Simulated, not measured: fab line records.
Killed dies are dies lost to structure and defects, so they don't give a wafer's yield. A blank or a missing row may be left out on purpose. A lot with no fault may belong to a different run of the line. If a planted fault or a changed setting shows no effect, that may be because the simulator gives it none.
Matching of chambers / flow n5Finfet / 4 sister chambers for N5_BEOL_M1_ALD_84 on aldMetal-02
The step deposits TaN, pulse time 2 s, purge time 3 s, co reactant purge time 2 s. 27 wafers are shown with their chamber, then 12 later ones without.

WAFERS WITH THEIR CHAMBER
wafer=L074.1; chamber=2; heaterPowerW (W)=449; precursorVesselCarrierSccm (sccm)=1004; susceptorTempC (C)=275.16
wafer=L074.2; chamber=0; heaterPowerW (W)=452; precursorVesselCarrierSccm (sccm)=996; susceptorTempC (C)=274.90
wafer=L074.6; chamber=1; heaterPowerW (W)=394; precursorVesselCarrierSccm (sccm)=1002; susceptorTempC (C)=275.29
wafer=L076.1; chamber=0; heaterPowerW (W)=455; precursorVesselCarrierSccm (sccm)=998; susceptorTempC (C)=274.81
wafer=L076.2; chamber=3; heaterPowerW (W)=426; precursorVesselCarrierSccm (sccm)=1003; susceptorTempC (C)=275.39
wafer=L076.4; chamber=2; heaterPowerW (W)=461; precursorVesselCarrierSccm (sccm)=1000; susceptorTempC (C)=274.87
wafer=L079.2; chamber=2; heaterPowerW (W)=468; precursorVesselCarrierSccm (sccm)=999; susceptorTempC (C)=274.80
wafer=L079.4; chamber=3; heaterPowerW (W)=440; precursorVesselCarrierSccm (sccm)=1002; susceptorTempC (C)=274.95
wafer=L079.5; chamber=2; heaterPowerW (W)=464; precursorVesselCarrierSccm (sccm)=1001; susceptorTempC (C)=274.91
wafer=L082.1; chamber=1; heaterPowerW (W)=393; precursorVesselCarrierSccm (sccm)=1005; susceptorTempC (C)=274.90
wafer=L082.4; chamber=3; heaterPowerW (W)=429; precursorVesselCarrierSccm (sccm)=1003; susceptorTempC (C)=275.24
wafer=L082.5; chamber=2; heaterPowerW (W)=458; precursorVesselCarrierSccm (sccm)=996; susceptorTempC (C)=274.73
wafer=L083.2; chamber=0; heaterPowerW (W)=452; precursorVesselCarrierSccm (sccm)=997; susceptorTempC (C)=274.95
wafer=L083.5; chamber=1; heaterPowerW (W)=397; precursorVesselCarrierSccm (sccm)=1001; susceptorTempC (C)=274.75
wafer=L083.6; chamber=2; heaterPowerW (W)=461; precursorVesselCarrierSccm (sccm)=998; susceptorTempC (C)=275.04
wafer=L085.1; chamber=0; heaterPowerW (W)=461; precursorVesselCarrierSccm (sccm)=997; susceptorTempC (C)=274.92
wafer=L085.5; chamber=2; heaterPowerW (W)=463; precursorVesselCarrierSccm (sccm)=1003; susceptorTempC (C)=274.99
wafer=L085.6; chamber=3; heaterPowerW (W)=437; precursorVesselCarrierSccm (sccm)=1003; susceptorTempC (C)=274.94
wafer=L087.1; chamber=2; heaterPowerW (W)=446; precursorVesselCarrierSccm (sccm)=997; susceptorTempC (C)=275.24
wafer=L087.3; chamber=1; heaterPowerW (W)=396; precursorVesselCarrierSccm (sccm)=1006; susceptorTempC (C)=274.86
wafer=L087.5; chamber=0; heaterPowerW (W)=459; precursorVesselCarrierSccm (sccm)=996; susceptorTempC (C)=275.09
wafer=L089.1; chamber=0; heaterPowerW (W)=463; precursorVesselCarrierSccm (sccm)=1003; susceptorTempC (C)=274.78
wafer=L089.2; chamber=2; heaterPowerW (W)=446; precursorVesselCarrierSccm (sccm)=1003; susceptorTempC (C)=274.92
wafer=L089.5; chamber=2; heaterPowerW (W)=464; precursorVesselCarrierSccm (sccm)=998; susceptorTempC (C)=275.14
wafer=L090.3; chamber=2; heaterPowerW (W)=442; precursorVesselCarrierSccm (sccm)=999; susceptorTempC (C)=274.76
wafer=L090.5; chamber=0; heaterPowerW (W)=459; precursorVesselCarrierSccm (sccm)=1001; susceptorTempC (C)=275.14
wafer=L090.6; chamber=1; heaterPowerW (W)=397; precursorVesselCarrierSccm (sccm)=1003; susceptorTempC (C)=274.70

SIGNATURES (means of the wafers above)
reading=heaterPowerW; chamber 0=457.29; chamber 1=395.40; chamber 2=456.55; chamber 3=433.00; scatter within a chamber=6.83
reading=precursorVesselCarrierSccm; chamber 0=998.29; chamber 1=1003.40; chamber 2=999.82; chamber 3=1002.75; scatter within a chamber=2.39
reading=susceptorTempC; chamber 0=274.9414; chamber 1=274.9000; chamber 2=274.9600; chamber 3=275.1300; scatter within a chamber=0.182
Rule: for each reading, subtract the chamber's mean from the wafer's reading, divide by that reading's scatter and square the result; add these up over the readings and take the root, which gives the wafer's distance from the chamber. If the next closest chamber is less than 2 further off than the closest, the wafer can't be placed; otherwise it belongs to the closest. The scatter: the root of (the sum of the squares of (reading less its chamber's mean) over the shown wafers, divided by (wafers less chambers)).

WAFERS MISSING THEIR CHAMBER
wafer=L092.2; heaterPowerW (W)=438; precursorVesselCarrierSccm (sccm)=1001; susceptorTempC (C)=275.06
wafer=L092.3; heaterPowerW (W)=456; precursorVesselCarrierSccm (sccm)=999; susceptorTempC (C)=274.98
wafer=L092.5; heaterPowerW (W)=455; precursorVesselCarrierSccm (sccm)=1000; susceptorTempC (C)=274.88
wafer=L095.3; heaterPowerW (W)=449; precursorVesselCarrierSccm (sccm)=1002; susceptorTempC (C)=275.30
wafer=L095.4; heaterPowerW (W)=384; precursorVesselCarrierSccm (sccm)=1004; susceptorTempC (C)=275.08
wafer=L095.5; heaterPowerW (W)=459; precursorVesselCarrierSccm (sccm)=996; susceptorTempC (C)=275.14
wafer=L097.1; heaterPowerW (W)=460; precursorVesselCarrierSccm (sccm)=998; susceptorTempC (C)=275.14
wafer=L097.2; heaterPowerW (W)=422; precursorVesselCarrierSccm (sccm)=1001; susceptorTempC (C)=275.15
wafer=L097.3; heaterPowerW (W)=456; precursorVesselCarrierSccm (sccm)=1001; susceptorTempC (C)=275.23
wafer=L096.3; heaterPowerW (W)=389; precursorVesselCarrierSccm (sccm)=998; susceptorTempC (C)=274.75
wafer=L096.4; heaterPowerW (W)=453; precursorVesselCarrierSccm (sccm)=1001; susceptorTempC (C)=275.24
wafer=L096.5; heaterPowerW (W)=464; precursorVesselCarrierSccm (sccm)=1001; susceptorTempC (C)=275.03

CHAMBER TAKEN BY EACH
wafer=L092.2; from the rows above=can't be placed: 3 or 2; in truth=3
wafer=L092.3; from the rows above=can't be placed: 2 or 0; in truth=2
wafer=L092.5; from the rows above=can't be placed: 2 or 0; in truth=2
wafer=L095.3; from the rows above=can't be placed: 2 or 3 or 0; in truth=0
wafer=L095.4; from the rows above=1; in truth=1
wafer=L095.5; from the rows above=can't be placed: 0 or 2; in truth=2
wafer=L097.1; from the rows above=can't be placed: 0 or 2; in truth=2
wafer=L097.2; from the rows above=3; in truth=3
wafer=L097.3; from the rows above=can't be placed: 2 or 0 or 3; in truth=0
wafer=L096.3; from the rows above=1; in truth=1
wafer=L096.4; from the rows above=can't be placed: 2 or 0 or 3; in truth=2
wafer=L096.5; from the rows above=can't be placed: 2 or 0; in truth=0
Placed correctly: 3 of 12. Cannot be placed on the basis of these rows: 9; the candidates contain the true chamber in 9. 0 placed wrongly.
